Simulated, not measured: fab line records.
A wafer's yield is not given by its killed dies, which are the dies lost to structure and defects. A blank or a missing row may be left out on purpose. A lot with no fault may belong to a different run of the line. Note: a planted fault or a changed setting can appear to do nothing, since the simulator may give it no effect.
fab line records    flow nand-harc
record: lots: 6  wafers: 18  last-day: 31
route steps=1302 shown A_M1@1190 A_BONDPAD@1202 END@1302
lots with no fault: from the same line, run without faults
start-h: hours from the record's first day to the start of the lot's first wafer shown    wait-h: hours since the lot's step before    " the same as in the row above    L1.1+2: a row that stands for several wafers    - no value present, or no start provided    * or withheld: withheld    < > ~ a bound
route shown NAME@n: a module of which the file shows steps, and the number in the route of the first    usual: mean and standard deviation over wafers with no fault    same: alike in all rows    chamber/n: place in a boat    sites: per-site readings    _std_site: the standard deviation of these    _edge_site: outer sites' mean less inner sites'    radius-mm: how far each site lies from the wafer's centre    mask NAME#n: copy n    behind: tool/chamber where the wafer was last shaped    hold: why the lot went on hold/how many hours it stayed there/how the hold came to an end    device: whichever transistor did not switch (one of n, p or np)    end of line: at the end of the route, the tests of the same wafers    a step without rows: its recipe alone    killed: dies that structure and defects cost at the first sort, which is not the same as the wafer's yield    map: dies across one wafer; x = killed, . = not, _ = none there
set.NAME: the setting the step ran with; set.NAME@STEP: the setting that earlier step ran with    model.NAME: the simulator's own value behind a step, which no gauge read
a table for each step, a row for each wafer; lots at some steps of the route
services: a tool's chamber out of use, with start hour (start-h, from the record's first day; less than 0 if before it), hours out, and reason
== steps ==
step: NHARC_A_M1_PRE_CLEAN_30
recipe: time-s: 30  temp-c: 280  gas: H2/He
step: NHARC_A_M1_PVD_20
recipe: target-thk-a: 50  bias-v: 168.6  power-w: 15000  chamber-pressure-pa: 0.12  time-s: 8.06  substrate-temp-c: 50  material: TaN
usual: throttle-valve-pct: 29.7/0.93
same: time-s: 8.06
lot.wafer  tool            chamber  start-h  wait-h  throttle-valve-pct
L755.1     pvd-sputter-02  -        -        -       28.7
L755.2     "               -        "        "       30.0
L755.6     "               -        "        "       31.4
L756.2     pvd-sputter-02  -        -        -       28.9
L756.1     "               -        "        "       31.1
L756.4     "               -        "        "       28.8
L759.1     pvd-sputter-01  -        -        -       29.1
L759.3     "               -        "        "       29.6
L759.2     "               -        "        "       30.4
L766.1     pvd-sputter-02  -        -        -       29.8
L766.2     "               -        "        "       29.8
L766.6     "               -        "        "       29.7
L767.1     pvd-sputter-02  -        -        -       29.8
L767.6     "               -        "        "       29.8
L767.5     "               -        "        "       30.8
L768.2     pvd-sputter-03  -        -        -       29.5
L768.3     "               -        "        "       29.7
L768.1     "               -        "        "       29.0
step: NHARC_A_M1_PVD_21
recipe: target-thk-a: 300  chamber-pressure-pa: 5  power-w: 5000  substrate-temp-c: 30  time-s: 20.49  material: Cu
usual: throttle-valve-pct: 29.6/0.97
same: time-s: 20.49
lot.wafer  tool            chamber  start-h  wait-h  throttle-valve-pct
L755.1     pvd-sputter-02  -        -        -       31.0
L755.2     "               -        "        "       29.5
L755.6     "               -        "        "       31.4
L756.2     pvd-sputter-02  -        -        -       30.1
L756.4     "               -        "        "       29.3
L756.1     "               -        "        "       29.1
L759.2     pvd-sputter-01  -        -        -       29.4
L759.1     "               -        "        "       29.8
L759.3     "               -        "        "       30.3
L766.1     pvd-sputter-02  -        -        -       30.9
L766.2     "               -        "        "       27.9
L766.6     "               -        "        "       28.0
L767.1     pvd-sputter-02  -        -        -       30.3
L767.6     "               -        "        "       30.7
L767.5     "               -        "        "       27.9
L768.1     pvd-sputter-03  -        -        -       29.7
L768.2     "               -        "        "       29.1
L768.3     "               -        "        "       29.0
step: NHARC_A_M1_ECD_22
recipe: target-thk-a: 4000  bath-temp-c: 25  material: Cu
step: NHARC_A_M1_ANNEAL_31
recipe: temp-c: 225  time-s: 90
step: NHARC_A_M1_CMP_23
recipe: t-overpolish-s: 20  target-thk-nm: 154.34
usual: motor-current-A: 11.9/1  time-to-endpoint-s: 28.6/2.5
lot.wafer  tool    chamber  start-h  wait-h  motor-current-A  time-to-endpoint-s
L755.1     cmp-02  2        597.31   -       13.0             29.9
L755.2     "       1        "        "       11.8             28.9
L755.6     "       3        "        "       10.8             29.8
L756.2     cmp-03  0        604.99   -       10.7             25.8
L756.1     "       1        "        "       10.9             25.3
L756.4     "       2        "        "       12.6             28.0
L759.3     cmp-02  0        639.84   -       12.9             25.1
L759.2     "       1        "        "       11.1             24.4
L759.1     "       2        "        "       13.2             31.2
L766.1     cmp-02  0        707.35   -       12.9             27.2
L766.2     "       1        "        "       11.4             28.2
L766.6     "       2        "        "       13.1             33.3
L767.1     cmp-04  2        709.39   -       13.2             25.0
L767.6     "       3        "        "       11.5             33.0
L767.5     "       0        "        "       12.1             28.8
L768.2     cmp-02  2        715.60   -       11.9             32.8
L768.1     "       3        "        "       10.4             30.6
L768.3     "       0        "        "       12.3             26.0
step: NHARC_A_M1_THK_MEAS_24
recipe: thk-meas-gauge: xrf
usual: thk-nm: 154.1/1.4
lot.wafer  tool           chamber  start-h  wait-h  thk-nm
L755.1     film-metro-01  -        597.62   -       153.6
L755.2     "              -        "        "       154.3
L755.6     "              -        "        "       154.1
L756.1     film-metro-02  -        605.31   -       152.0
L756.2     "              -        "        "       151.8
L756.4     "              -        "        "       154.7
L759.1     film-metro-01  -        640.13   -       154.4
L759.2     "              -        "        "       153.4
L759.3     "              -        "        "       152.5
L766.1     film-metro-02  -        707.61   -       153.1
L766.2     "              -        "        "       152.2
L766.6     "              -        "        "       154.0
L767.1     film-metro-01  -        709.62   -       151.8
L767.5     "              -        "        "       154.1
L767.6     "              -        "        "       156.2
L768.1     film-metro-01  -        715.88   -       155.8
L768.2     "              -        "        "       155.7
L768.3     "              -        "        "       154.6
step: NHARC_A_M1_SRD_25
step: NHARC_A_M1_INSPECT_27
usual: raw-defect-count: 540/110
lot.wafer  tool               chamber  start-h  wait-h  raw-defect-count
L755.1     defect-inspect-01  -        597.77   0.0     422
L755.2     "                  -        "        "       325
L755.6     "                  -        "        "       398
L756.1     defect-inspect-01  -        605.46   0.0     500
L756.2     "                  -        "        "       551
L756.4     "                  -        "        "       400
L759.1     defect-inspect-01  -        640.28   0.0     477
L759.2     "                  -        "        "       697
L759.3     "                  -        "        "       620
L766.1     defect-inspect-01  -        707.77   0.0     442
L766.2     "                  -        "        "       443
L766.6     "                  -        "        "       439
L767.1     defect-inspect-02  -        709.78   0.0     643
L767.5     "                  -        "        "       677
L767.6     "                  -        "        "       675
L768.1     defect-inspect-02  -        716.04   0.0     485
L768.2     "                  -        "        "       676
L768.3     "                  -        "        "       453
step: NHARC_A_M1_PRE_CLEAN_32
recipe: time-s: 12  temp-c: 370  rf-power-w: 300  gas: NH3
step: NHARC_A_M1_DEP_33
recipe: target-thk-a: 300  temp-c: 370  target-thk-nm: 30  pressure-torr: 3  flow-sccm: 200  rf-w: 450  material: SiCN
usual: heater-power-w: 623/100  rf-fwd-power-W: 449.0/1.5  showerhead-vpp-V: 1302/64
lot.wafer  tool      chamber  start-h  wait-h  heater-power-w  rf-fwd-power-W  showerhead-vpp-V
L755.2     pecvd-01  0        597.92   0.1     669             450.5           1236
L755.1     "         1        "        "       802             448.9           1280
L755.6     "         1        "        "       826             450.0           1282
L756.1     pecvd-01  0        605.61   0.1     587             450.4           1231
L756.2     "         2        "        "       440             448.8           1392
L756.4     "         1        "        "       686             447.8           1268
L759.3     pecvd-03  2        640.43   0.1     548             447.6           1309
L759.1     "         0        "        "       583             448.6           1279
L759.2     "         1        "        "       622             448.9           1317
L766.1     pecvd-01  1        707.92   0.1     715             449.4           1284
L766.2     "         0        "        "       536             448.6           1219
L766.6     "         2        "        "       451             449.0           1405
L767.1     pecvd-01  1        710.02   0.1     608             449.0           1269
L767.5     "         2        "        "       494             449.7           1392
L767.6     "         0        "        "       592             446.2           1242
L768.2     pecvd-01  2        716.18   0.1     496             449.1           1399
L768.1     "         0        "        "       580             449.3           1220
L768.3     "         1        "        "       728             451.7           1259
step: NHARC_A_BONDPAD_DEP_00
recipe: target-thk-a: 2500  temp-c: 370  target-thk-nm: 250  pressure-torr: 3  flow-sccm: 200  rf-w: 450  material: SiCN
usual: heater-power-w: 608/94  rf-fwd-power-W: 449.0/1.3  showerhead-vpp-V: 1313/34
lot.wafer  tool      chamber  start-h  wait-h  heater-power-w  rf-fwd-power-W  showerhead-vpp-V
L755.1     pecvd-04  0        598.52   -       581             268.8           1008
L755.2     "         1        "        "       602             268.4           1024
L755.6     "         1        "        "       626             267.1           1018
L756.2     pecvd-04  0        606.16   -       514             269.5           1047
L756.1     "         1        "        "       648             267.0           1027
L756.4     "         1        "        "       665             270.2           1011
L759.1     pecvd-02  2        640.98   -       555             448.6           1243
L759.3     "         0        "        "       772             448.8           1307
L759.2     "         1        "        "       556             449.6           1351
L766.2     pecvd-02  1        708.47   -       555             448.8           1362
L766.1     "         2        "        "       627             449.8           1241
L766.6     "         2        "        "       629             448.6           1221
L767.1     pecvd-04  0        710.48   -       543             448.4           1340
L767.6     "         0        "        "       540             447.6           1323
L767.5     "         2        "        "       657             448.4           1357
L768.2     pecvd-03  0        716.74   -       690             450.6           1296
L768.3     "         1        "        "       611             448.8           1314
L768.1     "         2        "        "       458             448.8           1311
step: NHARC_A_BONDPAD_CMP_29
recipe: target-thk-nm: 200  material: SiCN
usual: motor-current-A: 11.9/1.1
lot.wafer  tool    chamber  start-h  wait-h  motor-current-A
L755.1     cmp-04  2        598.91   -       12.2
L755.2     "       0        "        "       12.4
L755.6     "       1        "        "       9.7
L756.2     cmp-02  2        606.59   -       12.8
L756.4     "       3        "        "       11.0
L756.1     "       0        "        "       12.9
L759.1     cmp-01  0        641.39   -       11.3
L759.3     "       2        "        "       10.4
L759.2     "       3        "        "       11.2
L766.2     cmp-02  1        708.88   -       12.0
L766.1     "       3        "        "       11.0
L766.6     "       2        "        "       13.3
L767.1     cmp-04  2        710.97   -       13.3
L767.6     "       3        "        "       12.2
L767.5     "       0        "        "       12.5
L768.3     cmp-04  1        717.15   -       10.1
L768.1     "       3        "        "       12.0
L768.2     "       0        "        "       11.9
step: NHARC_END_SORT_01
recipe: temp-c: 25
usual: defect-limited-yield: 90.9/2.8  killed-at-array: 56/19  killed-at-other: 1.0/1.3  killed-at-periphery: 3.8/2.2  killed-dies: 61/19  killed-open: 3.1/1.9  killed-short: 2.3/1.5
same: gross-dies: 677
lot.wafer  tool       chamber  start-h  wait-h  defect-limited-yield[%]  killed-at-array  killed-at-other  killed-at-periphery  killed-dies  killed-open  killed-short
L755.1     prober-02  0        632.81   2.6     89.1                     70               0                4                    74           4            1
L755.2     prober-02  0        633.61   2.8     88.3                     77               1                1                    79           2            0
L755.6     prober-02  0        636.81   4.0     87.3                     82               0                4                    86           4            3
L756.1     prober-01  0        638.17   2.5     87.1                     81               3                3                    87           2            3
L756.2     prober-01  0        638.98   2.8     87.0                     80               2                6                    88           2            3
L756.4     prober-01  0        640.60   3.4     91.3                     51               4                4                    59           2            2
L759.3     prober-02  0        676.94   3.1     90.8                     59               1                2                    62           1            2
L766.1     prober-02  0        742.84   2.5     95.9                     26               0                2                    28           2            2
L766.2     prober-02  0        743.64   2.8     95.3                     30               0                2                    32           3            2
L766.6     prober-02  0        746.87   4.0     93.9                     36               0                5                    41           3            1
killed by level:class
L755.1 A_CHANNEL_HOLE_D2:chamber-film-flake=28 A_SLIT:chamber-film-flake=18 A_CHANNEL_HOLE_D1:chamber-film-flake=12 A_CONTACT:chamber-film-flake=5 P_STI:chamber-film-flake=2 P_M0:chamber-film-flake=2 A_CHANNEL_FILL_D1:geometric-particle:open=1 A_WL_FILL:geometric-particle:short=1
L755.2 A_SLIT:chamber-film-flake=32 A_CHANNEL_HOLE_D2:chamber-film-flake=27 A_CHANNEL_HOLE_D1:chamber-film-flake=4 A_STAIRCASE:chamber-film-flake=3 A_WL_FILL:chamber-film-flake=3 A_CONTACT:chamber-film-flake=3 A_CHANNEL_FILL_D2:chamber-film-flake=2 A_ONON_D2:geometric-particle:open=1
L755.6 A_CHANNEL_HOLE_D2:chamber-film-flake=35 A_SLIT:chamber-film-flake=29 P_M0:chamber-film-flake=3 A_CHANNEL_HOLE_D1:chamber-film-flake=3 A_ONON_D1:geometric-particle:short=2 A_CHANNEL_FILL_D1:chamber-film-flake=2 A_WL_FILL:chamber-film-flake=2 P_STI:geometric-particle:open=1
L756.1 A_CHANNEL_HOLE_D1:chamber-film-flake=40 A_CHANNEL_HOLE_D2:chamber-film-flake=29 THIN_TSV:chamber-film-flake=3 A_SLIT:chamber-film-flake=2 A_CONTACT:chamber-film-flake=2 A_M1:chamber-film-flake=2 P_GATE:geometric-particle:short=1 A_ONON_D2:geometric-particle:short=1
L756.2 A_CHANNEL_HOLE_D1:chamber-film-flake=33 A_CHANNEL_HOLE_D2:chamber-film-flake=26 A_CONTACT:chamber-film-flake=8 P_BONDPAD:chamber-film-flake=3 P_STI:chamber-film-flake=2 A_STAIRCASE:chamber-film-flake=2 A_CHANNEL_FILL_D1:geometric-particle:short=1 A_CHANNEL_FILL_D1:geometric-particle:open=1
L756.4 A_CHANNEL_HOLE_D1:chamber-film-flake=28 A_CHANNEL_HOLE_D2:chamber-film-flake=13 A_CONTACT:chamber-film-flake=4 THIN_TSV:chamber-film-flake=4 P_M0:geometric-particle:open=2 P_BONDPAD:chamber-film-flake=2 A_STAIRCASE:chamber-film-flake=2 A_STAIRCASE:geometric-particle:short=1
L759.3 A_CHANNEL_HOLE_D1:chamber-film-flake=25 A_SLIT:chamber-film-flake=25 A_WL_FILL:chamber-film-flake=3 A_CHANNEL_FILL_D1:chamber-film-flake=2 P_GATE:geometric-particle:open=1 A_SOURCE_PLATE:geometric-particle:short=1 A_ONON_D1:geometric-particle:short=1 P_M0:chamber-film-flake=1
L766.1 A_CHANNEL_HOLE_D1:chamber-film-flake=10 A_CHANNEL_HOLE_D2:chamber-film-flake=3 A_SLIT:chamber-film-flake=3 P_BONDPAD:chamber-film-flake=2 A_STAIRCASE:chamber-film-flake=2 A_CHANNEL_FILL_D2:geometric-particle:short=1 A_WL_FILL:geometric-particle:open=1 A_WL_FILL:geometric-particle:short=1
L766.2 A_CHANNEL_HOLE_D1:chamber-film-flake=9 A_SLIT:chamber-film-flake=8 A_CHANNEL_HOLE_D2:chamber-film-flake=3 A_CONTACT:chamber-film-flake=3 A_CHANNEL_FILL_D1:chamber-film-flake=2 P_CONTACT:geometric-particle:open=1 A_CHANNEL_FILL_D1:geometric-particle:short=1 A_CHANNEL_FILL_D2:geometric-particle:open=1
L766.6 A_CHANNEL_HOLE_D1:chamber-film-flake=9 A_CONTACT:chamber-film-flake=6 A_CHANNEL_HOLE_D2:chamber-film-flake=4 A_STAIRCASE:chamber-film-flake=4 A_ZERO_WELL:chamber-film-flake=3 A_SLIT:chamber-film-flake=3 P_BONDPAD:chamber-film-flake=2 A_DECK1_JOINT:chamber-film-flake=2
== services ==
tool            chamber  start-h  hours  kind
cmp-01          -        577.56   4.0    pm
pvd-sputter-02  -        577.88   2.5    repair
pvd-sputter-01  -        580.11   1.2    repair
pvd-sputter-01  -        582.03   10.0   pm
pecvd-02        -        589.25   13.0   pm
cmp-03          -        590.13   4.0    pm
cmp-04          -        601.00   4.0    pm
cmp-03          -        601.53   1.5    repair
pecvd-02        -        608.80   0.5    repair
pecvd-03        0        609.06   12.5   repair
cmp-04          -        614.86   6.8    repair
pecvd-02        2        623.97   14.2   repair
cmp-02          -        624.63   4.0    pm
pecvd-04        -        631.56   13.0   pm
pvd-sputter-02  -        633.29   8.0    repair
pvd-sputter-02  -        641.34   10.0   pm
pecvd-01        -        673.61   13.0   pm
cmp-04          -        684.52   1.2    repair
pvd-sputter-02  -        684.56   1.8    repair
pecvd-01        -        695.59   1.1    repair
cmp-04          -        699.00   4.0    pm
cmp-02          -        703.37   0.6    repair
pvd-sputter-03  -        704.00   10.0   pm
cmp-02          -        709.82   1.1    repair
== key ==
first-sign: step: NHARC_A_BONDPAD_DEP_00  reading: rf-fwd-power-W  direction: down  sigmas: 99+  usual: *  struck: *
effect: step: NHARC_A_BONDPAD_DEP_00  reading: showerhead-vpp-V  direction: down  sigmas: 8.5  usual: 1313  struck: 1022
met-at NHARC_A_BONDPAD_DEP_00
struck-wafers L755.1,L755.2,L755.6,L756.1,L756.2,L756.4
fault: kind: process-parameter-drift  tool: pecvd-04  chamber: -  onset-h: 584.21  steps: NHARC_A_BONDPAD_DEP_00  channel: rf-w  offset: *  shape: step  end-h: 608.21  acts-in: *  stated: *
